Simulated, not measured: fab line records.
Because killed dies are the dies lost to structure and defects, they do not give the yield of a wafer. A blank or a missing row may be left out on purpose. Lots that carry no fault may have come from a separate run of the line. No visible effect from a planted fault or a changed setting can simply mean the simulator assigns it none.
Chamber matching | flow n5Finfet | 3 sister chambers for N5_SDB_HM_DEP_00 on pecvd-02
The step deposits SiNx from SiH4/NH3/N2, target thk 40 nm, time 35.3 s. 18 wafers are shown with their chamber, then 9 later ones without.

## WAFERS, EACH WITH ITS CHAMBER
wafer  | chamber | throttleValvePct (%) | showerheadPlenumPTorr (Torr) | showerheadVppV (V)
L077.3 | 2       | 37.1                 | 5.17                         | 1154
L077.4 | 2       | 37.1                 | 5.18                         | 1160
L077.5 | 0       | 38.9                 | 5.24                         | 1093
L079.1 | 1       | 43.0                 | 5.00                         | 1134
L079.4 | 2       | 37.1                 | 5.18                         | 1162
L079.6 | 0       | 38.6                 | 5.24                         | 1093
L080.1 | 1       | 42.9                 | 4.98                         | 1155
L080.3 | 0       | 38.9                 | 5.26                         | 1110
L080.4 | 0       | 38.7                 | 5.24                         | 1099
L083.2 | 2       | 36.9                 | 5.19                         | 1169
L083.4 | 1       | 43.3                 | 5.00                         | 1137
L083.5 | 2       | 37.2                 | 5.18                         | 1177
L082.1 | 2       | 37.2                 | 5.19                         | 1158
L082.4 | 1       | 43.3                 | 4.98                         | 1118
L082.6 | 0       | 38.8                 | 5.25                         | 1094
L085.2 | 1       | 43.1                 | 5.00                         | 1158
L085.4 | 1       | 43.4                 | 4.98                         | 1148
L085.6 | 2       | 37.3                 | 5.18                         | 1155

SIGNATURES (averages over the wafers above)
reading               | chamber 0 | chamber 1 | chamber 2 | scatter within a chamber
throttleValvePct      | 38.780    | 43.167    | 37.129    | 0.154
showerheadPlenumPTorr | 5.2460    | 4.9900    | 5.1814    | 0.00897
showerheadVppV        | 1097.80   | 1141.67   | 1162.14   | 10.8
Rule: for each reading, subtract the chamber's mean from the wafer's reading, divide by that reading's scatter and square the result; add these up over the readings and take the root, which gives the wafer's distance from the chamber. The wafer belongs to the nearest chamber; if the next one is less than 2 further off, it can't be placed. The scatter: the root of (the sum of the squares of (reading less its chamber's mean) over the shown wafers, divided by (wafers less chambers)).

## WAFERS WITH NO CHAMBER GIVEN
wafer  | throttleValvePct (%) | showerheadPlenumPTorr (Torr) | showerheadVppV (V)
L087.4 | 37.1                 | 5.18                         | 1157
L087.5 | 38.6                 | 5.24                         | 1106
L087.6 | 43.2                 | 4.99                         | 1135
L092.1 | 36.9                 | 5.17                         | 1152
L092.3 | 43.3                 | 4.98                         | 1139
L092.6 | 43.4                 | 4.98                         | 1157
L094.1 | 43.2                 | 4.99                         | 1148
L094.2 | 37.2                 | 5.18                         | 1164
L094.5 | 37.1                 | 5.19                         | 1150

## WHICH CHAMBER EACH ONE RAN IN
wafer  | from the rows above | in truth
L087.4 | 2                   | 2
L087.5 | 0                   | 0
L087.6 | 1                   | 1
L092.1 | 2                   | 2
L092.3 | 1                   | 1
L092.6 | 1                   | 1
L094.1 | 1                   | 1
L094.2 | 2                   | 2
L094.5 | 2                   | 2
Correctly placed: 9 of 9. Not placeable from these rows: 0. Placed wrongly: 0.
